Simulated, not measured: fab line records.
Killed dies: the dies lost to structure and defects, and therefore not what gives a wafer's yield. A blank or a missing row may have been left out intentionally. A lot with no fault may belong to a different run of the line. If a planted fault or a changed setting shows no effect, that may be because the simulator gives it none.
fab line records	flow n5-finfet	part 2 of 2: steps 4 to 6 of 6
[record] lots = 22	wafers = 66	last-day = 17
route steps=1938 shown BEOL_M4@1039 BEOL_M5@1113
lots that met no fault: taken from a fault-free run of the same line
start-h: start of the lot's first displayed wafer, in hours after the record's first day	wait-h: how many hours have passed since the lot's step before this one	" as in the row above	L1.1+2: several wafers, shown together as one row	- either no value or no given start	* or withheld: withheld	< > ~ a bound
route shown NAME@n: names a module that has steps shown in the file, with the first one's number in the route	usual: mean/standard deviation taken from wafers without a fault	same: alike in all rows	chamber/n: place in a boat	sites: the reading at each site	_std_site: standard deviation across them	_edge_site: mean of outer sites minus mean of inner sites	radius-mm: how far each site lies from the wafer's centre	mask NAME#n: copy n	behind: tool/chamber where the wafer was last shaped	hold: cause of the lot's hold/its duration in hours/its outcome	device: whichever transistor did not switch (one of n, p or np)	end of line: tests run on the same wafers once the route is complete	a step with no rows: only its recipe	killed: count of dies lost to structure and defects at first sort (not the wafer's yield)	map: per-die view of a wafer (x killed, . not killed, _ where there is no die)
set.NAME: the run value of the setting; set.NAME@STEP: its run value at that earlier step	model.NAME: the simulator's own value behind a step, which no gauge read
the route's steps for a sample of lots (tables are steps, rows are wafers)
services: when a tool's chamber went out of use (start-h, in hours from the record's first day, below 0 if earlier), for how many hours, and the reason
[[steps]]
[step N5_BEOL_M4_SPUTTER_79]
[recipe] material = Cu	target-thk-a = 45	temp-c = -20	chamber-pressure-pa = 0.07	power-w = withheld	time-s = 8.29
[usual] susceptor-temp-C = -19.99/0.1	throttle-valve-pct = 30.6/0.84
lot.wafer	tool	chamber	start-h	wait-h	susceptor-temp-C	throttle-valve-pct
L074.2	pvd-sputter-01	-	156.67	0.1	-19.91	31.2
L074.3	"	-	"	"	-19.87	30.5
L074.5	"	-	"	"	-20.03	31.7
L076.1	pvd-sputter-01	-	172.75	0.1	-20.07	30.2
L076.4	"	-	"	"	-19.94	31.9
L076.6	"	-	"	"	-20.06	30.3
L075.1	pvd-sputter-03	-	176.59	0.1	-20.13	31.2
L075.3	"	-	"	"	-20.01	29.6
L075.5	"	-	"	"	-20.08	29.9
L077.2	pvd-sputter-03	-	178.69	0.1	-20.11	31.4
L077.5	"	-	"	"	-19.96	30.1
L077.6	"	-	"	"	-20.25	31.3
L078.1	pvd-sputter-02	-	180.07	0.1	-20.12	31.4
L078.2	"	-	"	"	-20.17	29.4
L078.4	"	-	"	"	-19.97	30.5
L079.1	pvd-sputter-01	-	180.15	0.1	-19.72	31.2
L079.2	"	-	"	"	-20.03	30.4
L079.5	"	-	"	"	-19.98	30.7
L081.2	pvd-sputter-01	-	195.31	0.1	-19.90	31.9
L081.4	"	-	"	"	-19.87	30.3
L081.5	"	-	"	"	-19.78	30.2
L080.2	pvd-sputter-01	-	199.42	0.1	-20.10	31.6
L080.3	"	-	"	"	-19.76	30.3
L080.4	"	-	"	"	-20.01	31.9
L082.1	pvd-sputter-03	-	204.93	0.1	-19.99	29.7
L082.3	"	-	"	"	-20.01	31.3
L082.6	"	-	"	"	-20.06	31.6
L083.1	pvd-sputter-03	-	221.02	0.1	-19.98	29.5
L083.2	"	-	"	"	-19.94	31.3
L083.3	"	-	"	"	-20.20	29.9
L085.1	pvd-sputter-02	-	222.38	0.1	-20.06	31.4
L085.4	"	-	"	"	-20.04	30.8
L085.5	"	-	"	"	-20.02	29.3
L086.2	pvd-sputter-02	-	228.35	0.1	-20.03	30.7
L086.4	"	-	"	"	-20.00	29.5
L086.6	"	-	"	"	-20.13	30.7
L087.1	pvd-sputter-03	-	248.28	0.1	-19.96	29.7
L087.3	"	-	"	"	-20.00	31.5
L087.5	"	-	"	"	-19.92	29.9
L088.1	pvd-sputter-03	-	251.00	0.1	-19.91	29.6
L088.2	"	-	"	"	-20.07	29.5
L088.4	"	-	"	"	-19.90	30.1
L090.2	pvd-sputter-03	-	255.90	0.1	-20.24	31.2
L090.3	"	-	"	"	-20.04	29.3
L090.4	"	-	"	"	-19.93	29.3
L091.3	pvd-sputter-01	-	261.19	0.1	-19.96	31.2
L091.4	"	-	"	"	-20.08	30.3
L091.6	"	-	"	"	-19.94	30.5
L093.4	pvd-sputter-02	-	264.79	0.1	-19.99	31.8
L093.5	"	-	"	"	-20.11	29.8
L093.6	"	-	"	"	-19.95	30.8
L092.1	pvd-sputter-01	-	267.56	0.1	-20.10	30.0
L092.2	"	-	"	"	-20.04	30.3
L092.5	"	-	"	"	-19.89	30.2
L094.2	pvd-sputter-03	-	285.30	0.1	-19.96	31.7
L094.3	"	-	"	"	-19.91	29.6
L094.4	"	-	"	"	-19.80	29.9
L095.1	pvd-sputter-01	-	288.98	0.1	-19.96	30.6
L095.4	"	-	"	"	-20.08	32.0
L095.5	"	-	"	"	-19.88	31.3
L096.1	pvd-sputter-01	-	292.97	0.1	-20.05	31.5
L096.2	"	-	"	"	-19.94	32.0
L096.6	"	-	"	"	-19.92	29.9
L097.1	pvd-sputter-01	-	294.85	0.1	-20.03	30.4
L097.3	"	-	"	"	-19.92	30.4
L097.5	"	-	"	"	-20.02	31.5
[step N5_BEOL_M4_DEP_57]
[recipe] material = SiCN	target-thk-a = 80	temp-c = withheld	precursor = 3MS/NH3	pressure-torr = 3	rf-w = 202	time-s = 14
[usual] rf-fwd-power-W = 199.6/0.86	showerhead-plenum-p-Torr = 3.666/0.012	throttle-valve-pct = 9.3/0.65
lot.wafer	tool	chamber	start-h	wait-h	rf-fwd-power-W	showerhead-plenum-p-Torr	throttle-valve-pct
L074.2	pecvd-01	0	159.20	0.0	198.7	3.648	9.8
L074.3	"	2	"	"	199.6	3.674	9.0
L074.5	"	0	"	"	199.9	3.658	9.8
L076.1	pecvd-03	0	175.28	0.0	197.8	3.661	9.4
L076.4	"	2	"	"	200.3	3.675	8.6
L076.6	"	1	"	"	199.6	3.682	8.9
L075.1	pecvd-01	1	179.43	0.0	198.8	3.666	10.7
L075.3	"	2	"	"	199.2	3.671	8.8
L075.5	"	0	"	"	199.4	3.646	9.6
L077.2	pecvd-01	1	181.21	0.0	198.6	3.669	10.5
L077.5	"	1	"	"	199.7	3.674	10.7
L077.6	"	0	"	"	198.1	3.656	9.6
L078.1	pecvd-03	0	182.59	0.0	200.0	3.655	9.3
L078.2	"	1	"	"	200.5	3.681	8.8
L078.4	"	1	"	"	200.5	3.685	9.1
L079.1	pecvd-01	1	182.74	0.0	199.3	3.666	10.4
L079.2	"	2	"	"	199.1	3.677	8.9
L079.5	"	1	"	"	198.3	3.668	10.7
L081.2	pecvd-01	0	197.90	0.0	200.2	3.659	9.7
L081.4	"	1	"	"	199.7	3.681	10.6
L081.5	"	0	"	"	200.5	3.663	9.8
L080.2	pecvd-03	1	202.02	0.0	200.4	3.687	9.1
L080.3	"	2	"	"	200.8	3.681	8.8
L080.4	"	1	"	"	200.2	3.676	9.1
L082.1	pecvd-03	2	207.46	0.0	201.2	3.669	8.9
L082.3	"	0	"	"	198.5	3.652	9.3
L082.6	"	1	"	"	200.9	3.684	8.9
L083.1	pecvd-01	0	223.56	0.0	199.9	3.641	9.4
L083.2	"	2	"	"	200.2	3.675	9.2
L083.3	"	1	"	"	198.9	3.667	10.7
L085.1	pecvd-04	1	225.10	0.0	199.8	3.651	9.1
L085.4	"	1	"	"	201.3	3.654	9.2
L085.5	"	0	"	"	199.7	3.656	9.1
L086.2	pecvd-03	1	230.89	0.0	200.3	3.683	8.9
L086.4	"	0	"	"	198.5	3.647	9.3
L086.6	"	2	"	"	200.8	3.673	8.7
L087.1	pecvd-03	2	250.86	0.0	200.9	3.678	8.7
L087.3	"	0	"	"	198.4	3.647	9.3
L087.5	"	0	"	"	198.0	3.642	9.3
L088.1	pecvd-04	2	253.58	0.0	199.8	3.662	7.9
L088.2	"	1	"	"	200.6	3.654	9.2
L088.4	"	2	"	"	199.5	3.673	8.0
L090.2	pecvd-04	0	258.42	0.0	199.1	3.653	9.1
L090.3	"	1	"	"	199.0	3.653	9.2
L090.4	"	1	"	"	199.6	3.658	9.4
L091.3	pecvd-03	1	263.73	0.0	200.7	3.673	9.1
L091.4	"	2	"	"	201.3	3.669	9.2
L091.6	"	0	"	"	199.5	3.659	9.3
L093.4	pecvd-04	0	267.34	0.0	198.8	3.657	9.2
L093.5	"	2	"	"	200.3	3.666	7.9
L093.6	"	1	"	"	199.7	3.655	9.1
L092.1	pecvd-01	1	270.17	0.0	198.3	3.682	10.9
L092.2	"	0	"	"	199.5	3.656	9.7
L092.5	"	2	"	"	200.0	3.673	8.9
L094.2	pecvd-03	2	287.82	0.0	199.8	3.682	9.0
L094.3	"	0	"	"	198.6	3.647	9.2
L094.4	"	0	"	"	199.8	3.660	9.3
L095.1	pecvd-03	0	291.52	0.0	199.4	3.645	9.5
L095.4	"	2	"	"	200.5	3.674	8.8
L095.5	"	0	"	"	198.7	3.658	9.3
L097.1	pecvd-01	1	297.96	0.0	199.2	3.677	10.8
L097.3	"	2	"	"	198.7	3.668	9.0
L097.5	"	2	"	"	198.8	3.675	9.1
L096.1	pecvd-03	2	298.06	0.0	200.3	3.677	9.0
L096.2	"	0	"	"	198.9	3.659	9.5
L096.6	"	1	"	"	202.0	3.684	9.0
[step N5_BEOL_M5_CURE_79]
[recipe] temp-c = 385	time-s = 240	ambient = He/Ar	material = SiCOH_lowk
[usual] lamp-power-pct = 52.32/0.057	wafer_temp_C_max = 386.6/0.68
lot.wafer	tool	chamber	start-h	wait-h	lamp-power-pct	wafer_temp_C_max
L074.2	uv-cure-02	2	160.87	0.6	52.44	386.1
L074.3	"	2	"	"	52.42	385.8
L074.5	"	2	"	"	52.36	385.9
L076.1	uv-cure-02	1	176.42	0.0	52.27	386.2
L076.4	"	1	"	"	52.33	386.3
L076.6	"	1	"	"	52.24	386.7
L075.1	uv-cure-02	2	180.59	0.0	52.30	386.0
L075.3	"	2	"	"	52.20	385.8
L075.5	"	2	"	"	52.34	386.4
L077.2	uv-cure-02	2	182.44	0.1	52.35	386.2
L077.5	"	2	"	"	52.32	386.5
L077.6	"	2	"	"	52.38	386.3
L078.1	uv-cure-03	0	183.73	0.0	52.28	387.8
L078.2	"	0	"	"	52.22	388.3
L078.4	"	0	"	"	52.35	387.6
L079.1	uv-cure-02	0	183.89	0.0	52.24	387.4
L079.2	"	0	"	"	52.33	387.9
L079.5	"	0	"	"	52.27	387.1
L081.2	uv-cure-01	0	199.20	0.2	52.24	386.8
L081.4	"	0	"	"	52.35	386.4
L081.5	"	0	"	"	52.38	386.4
L080.2	uv-cure-02	2	203.26	0.1	52.33	386.2
L080.3	"	2	"	"	52.36	386.3
L080.4	"	2	"	"	52.26	386.8
L082.1	uv-cure-02	1	208.60	0.0	52.33	385.9
L082.3	"	1	"	"	52.28	386.3
L082.6	"	1	"	"	52.28	385.6
L083.1	uv-cure-03	2	224.82	0.1	52.35	385.9
L083.2	"	2	"	"	52.41	386.2
L083.3	"	2	"	"	52.29	386.2
L085.1	uv-cure-03	2	226.37	0.1	52.34	386.0
L085.4	"	2	"	"	52.38	386.6
L085.5	"	2	"	"	52.22	386.6
L086.2	uv-cure-03	1	232.13	0.1	52.28	386.2
L086.4	"	1	"	"	52.36	386.5
L086.6	"	1	"	"	52.40	386.7
L087.1	uv-cure-01	2	252.38	0.4	52.29	387.2
L087.3	"	2	"	"	52.31	387.1
L087.5	"	2	"	"	52.33	387.2
L088.1	uv-cure-01	0	254.72	0.0	52.30	387.1
L088.2	"	0	"	"	52.33	386.7
L088.4	"	0	"	"	52.32	388.0
L090.2	uv-cure-03	0	259.79	0.3	52.45	387.2
L090.3	"	0	"	"	52.34	387.2
L090.4	"	0	"	"	52.35	387.5
L091.3	uv-cure-03	0	265.03	0.2	52.33	387.1
L091.4	"	0	"	"	52.27	386.9
L091.6	"	0	"	"	52.28	387.2
L093.4	uv-cure-03	2	268.71	0.3	52.43	385.9
L093.5	"	2	"	"	52.37	385.6
L093.6	"	2	"	"	52.24	385.5
L092.1	uv-cure-02	0	271.31	0.0	52.41	388.1
L092.2	"	0	"	"	52.24	387.6
L092.5	"	0	"	"	52.27	387.7
L094.2	uv-cure-03	2	289.15	0.2	52.36	385.7
L094.3	"	2	"	"	52.34	385.9
L094.4	"	2	"	"	52.33	385.6
L095.1	uv-cure-03	1	292.91	0.3	52.35	385.9
L095.4	"	1	"	"	52.32	386.2
L095.5	"	1	"	"	52.23	386.1
L097.1	uv-cure-02	2	299.12	0.0	52.38	386.6
L097.3	"	2	"	"	52.27	386.3
L097.5	"	2	"	"	52.27	386.3
L096.1	uv-cure-03	0	299.20	0.0	52.39	387.4
L096.2	"	0	"	"	52.40	387.1
L096.6	"	0	"	"	52.39	386.8
[[services]]
tool	chamber	start-h	hours	kind
rie-metal-03	-	129.27	2.8	pm
rie-metal-02	0	136.10	2.2	repair
rie-diel-03	2	140.46	3.9	repair
pecvd-03	-	141.25	0.5	repair
uv-cure-03	-	147.19	0.2	repair
uv-cure-03	-	153.83	7.5	pm
uv-cure-03	-	172.34	11.0	repair
rie-diel-03	0	187.82	10.9	repair
rie-diel-06	0	188.36	17.2	repair
rie-diel-03	1	213.27	14.2	repair
rie-diel-03	0	218.88	6.2	repair
uv-cure-02	-	221.70	1.0	pm
pecvd-03	2	237.15	4.5	repair
uv-cure-02	-	248.79	5.7	repair
rie-diel-06	1	254.91	6.7	repair
rie-diel-06	3	258.08	2.7	repair
uv-cure-02	-	259.17	1.2	repair
uv-cure-03	-	266.49	0.5	repair
pecvd-01	0	271.13	58.4	repair
rie-metal-02	1	271.24	5.2	repair
pvd-sputter-03	-	278.15	5.5	repair
pecvd-01	2	280.52	5.9	repair
uv-cure-02	-	287.91	0.4	repair
pvd-sputter-02	-	294.67	5.9	repair
